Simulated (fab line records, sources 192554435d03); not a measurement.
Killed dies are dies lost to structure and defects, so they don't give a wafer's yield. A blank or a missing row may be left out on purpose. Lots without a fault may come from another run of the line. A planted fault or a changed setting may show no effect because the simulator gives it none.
Chamber matching | flow n5_finfet | N5_BEOL_M8_CURE_74 on uv_cure-01: 3 sister chambers
The step cures SiCOH lowk, time 240 s. 3 wafers are shown with their chamber, then 8 later ones without.

WAFERS WITH THEIR CHAMBER
wafer  | chamber | wafer_temp_C_max
L082.5 | 1       | 385.5
L089.5 | 0       | 386.7
L088.1 | 2       | 388.5

WAFERS WITHOUT THEIR CHAMBER
wafer  | wafer_temp_C_max
L088.2 | 386.9
L088.6 | 387.5
L088.3 | 387.0
L088.4 | 387.8
L088.5 | 387.3
L091.2 | 386.1
L091.5 | 386.2
L091.6 | 385.4

WHICH CHAMBER EACH WENT THROUGH
wafer  | from the rows above     | in truth
L088.2 | 0                       | 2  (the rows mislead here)
L088.6 | can't be placed: 0 or 2 | 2
L088.3 | 0                       | 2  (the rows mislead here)
L088.4 | can't be placed: 2 or 0 | 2
L088.5 | can't be placed: 0 or 2 | 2
L091.2 | can't be placed: 0 or 1 | 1
L091.5 | can't be placed: 0 or 1 | 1
L091.6 | 1                       | 1
Placed correctly: 1 of 8. Can't be placed from these rows: 5 (the true chamber is among the candidates in 5). Placed wrongly: 2.
How it was worked out, from the rows above alone: a wafer's distance from a chamber is the root of the sum, over the readings, of the square of ((its reading less the chamber's mean) divided by the reading's scatter). The wafer belongs to the nearest chamber; if the next one is less than 2 further off, it can't be placed. A chamber's mean is the mean of its shown wafers. The scatter: with one shown wafer a chamber, the root of the mean of the squares of how far each hidden wafer lies from its nearest shown one.
